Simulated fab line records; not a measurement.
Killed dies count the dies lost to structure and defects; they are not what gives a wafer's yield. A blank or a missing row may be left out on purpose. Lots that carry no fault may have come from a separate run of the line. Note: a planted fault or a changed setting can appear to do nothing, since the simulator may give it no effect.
A struck lot beside a sound one	flow nand_harc	25 steps out of a route of 1302
Sound: these wafers, L549.1, L549.2, L549.5. Struck: wafer L558.1 (left out: L558.3, L558.5 of the same lot, which were not struck); the cause appears at the end.
Per side, at each step with rows, come the tool, then ch with its chambers, and then its first start. Under that, the readings that differ: sound wafers	struck wafers	difference of the means	sigmas: that difference in standard deviations of wafers without a fault.
alike: a reading whose means differ by less than 2 such deviations, as well as words and numbers matching on both sides. not compared: withheld readings; readings where some wafer has no value; bounds like >300 that might hide an equal value; numbers whose values overlap and for which the record gives no deviation.
The two part at a step that has a row with sigmas, a row that says differs or no value, or rows on one side only. Numbers that don't overlap but have no deviation are shown without sigmas and don't part them. Lack of a reading on every wafer of one side parts them only where that side has two or more wafers.

NHARC_P_CONTACT_DEP_00: deposits SiO2, target thk 500 nm.
  sound: pecvd-03 ch 1,2; struck: pecvd-02 ch 1
  alike: flow_sccm, heater_power_w, throttle_valve_pct
then, 10 steps without rows for these wafers: NHARC_P_CONTACT_CMP_01 (polishes SiO2, target thk 200 nm); NHARC_P_CONTACT_SRD_03; NHARC_P_CONTACT_DEHYDRATE_04 (time 120 s); NHARC_P_CONTACT_HMDS_05 (time 30 s); NHARC_P_CONTACT_COAT_33 (time 75 s); NHARC_P_CONTACT_COAT_34 (time 65 s); NHARC_P_CONTACT_COAT_06 (resist thk 90 nm); NHARC_P_CONTACT_SOFTBAKE_07 (time 55 s); NHARC_P_CONTACT_EBR_08; NHARC_P_CONTACT_EXPOSE_09 (exposes mask P CA, target cd 90 nm).
NHARC_P_CONTACT_PEB_10: peb time 65 s.
  sound on litho_track-04 ch 0, day 5 20:58; struck on litho_track-01 ch 0, day 9 17:34
reading	sound	struck	difference	sigmas
heater_power_total_W (W)	157.0 157.0 156.6	176.2	+19.3	+45
then, 1 step without rows for these wafers: NHARC_P_CONTACT_DEVELOP_11 (develop time 35 s).
NHARC_P_CONTACT_CD_MEAS_12 targets a cd of 90 nm.
  sound on cd_sem-02 ch 0, day 5 21:03; struck on cd_sem-03 ch 0, day 9 17:38
reading	sound	struck	difference	sigmas
cd_nm (nm)	90.1 89.9 89.8	80.1	-9.8	-19
NHARC_P_CONTACT_OVL_MEAS_13:
  sound on overlay-01 at day 5 21:08; struck on overlay-02 at day 9 17:44
  alike: overlay_x_nm, overlay_y_nm
NHARC_P_CONTACT_INSPECT_14:
  sound on defect_inspect-01 at day 5 21:11; struck on defect_inspect-01 at day 9 17:46
  alike: raw_defect_count
NHARC_P_CONTACT_DESCUM_17: chemistry O2, time 3 s.
  sound on rie_diel-02 ch 1,2,3, day 5 21:16; struck on rie_diel-06 ch 3, day 9 17:50
reading	sound	struck	difference	sigmas
showerhead_plenum_p_Torr (Torr)	1.98 1.89 2.05	1.81	-0.16	-2
model.P_CONTACT.cd_nm (nm)	90.55 90.61 90.31	80.46	-10.03	
  alike: drypump_motor_current_A, oes_product_au, rf_vpp_V, throttle_valve_pct
  not compared: rf_hours_counter_h
NHARC_P_CONTACT_ETCH_35: etches the open film in CF4, target depth 39 nm, time 65 s.
  sound on rie_diel-02 ch 0,1,2, day 5 21:20; struck on rie_diel-06 ch 3, day 9 17:55
  alike: drypump_motor_current_A, oes_product_au, rf_vpp_V, showerhead_plenum_p_Torr, throttle_valve_pct
  not compared: rf_hours_counter_h
NHARC_P_CONTACT_ETCH_36: etches the open film in N2/H2, target depth 260 nm, time 406.25 s.
  sound: rie_diel-02 ch 1,3; struck: rie_diel-06 ch 2
  alike: drypump_motor_current_A, n2_flow_sccm, oes_product_au, rf_vpp_V, showerhead_plenum_p_Torr, throttle_valve_pct
  not compared: rf_hours_counter_h
NHARC_P_CONTACT_ETCH_18: etches the open film in C4F8/O2/Ar, target depth 481 nm, time 240.5 s.
  sound: rie_diel-02 ch 1,3; struck: rie_diel-06 ch 1
  alike: oes_product_au, rf_vpp_V
  not compared: rf_hours_counter_h
then, 1 step without rows for these wafers: NHARC_P_CONTACT_STRIP_37 (strips in C4F8/O2/Ar).
NHARC_P_CONTACT_ETCH_31: etches the open film in CH3F/O2, target depth 30 nm, time 85.7 s.
  sound: rie_diel-02 ch 0,1,3; struck: rie_diel-06 ch 1
reading	sound	struck	difference	sigmas
model.P_CONTACT.cd_nm (nm)	90.83 90.3 88.85	82.23	-7.76	
  alike: drypump_motor_current_A, oes_product_au, rf_vpp_V, showerhead_plenum_p_Torr, throttle_valve_pct
  not compared: rf_hours_counter_h
NHARC_P_CONTACT_CD_MEAS_19:
  sound on cd_sem-01 at day 5 22:07; struck on cd_sem-03 at day 9 18:42
reading	sound	struck	difference	sigmas
cd_nm (nm)	91.0 90.5 89.0	82.4	-7.8	-6
NHARC_P_CONTACT_STRIP_28: strips in O2.
  sound on rie_diel-05 ch 2,3, day 5 22:11; struck on rie_diel-05 ch 2, day 9 18:46
  alike: drypump_motor_current_A, oes_product_au, rf_vpp_V, showerhead_plenum_p_Torr, throttle_valve_pct
  not compared: rf_hours_counter_h
-- jump in the record: it breaks off in module P_CONTACT and resumes in module END (first step shown: number 1302 of the route), and 18 days separate the struck wafers' starts before and after --
NHARC_END_SORT_01:
  the record has rows for the struck wafers here (prober-01 ch 0, day 27 21:24) and none for the sound ones

## WHERE THEY PART
Earliest at NHARC_P_CONTACT_PEB_10; latest, in this record, at NHARC_END_SORT_01.

WHY: the cause the simulator had injected
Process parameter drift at NHARC_P_CONTACT_PEB_10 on litho_track-01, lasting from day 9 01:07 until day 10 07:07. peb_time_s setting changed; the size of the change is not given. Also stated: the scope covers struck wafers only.
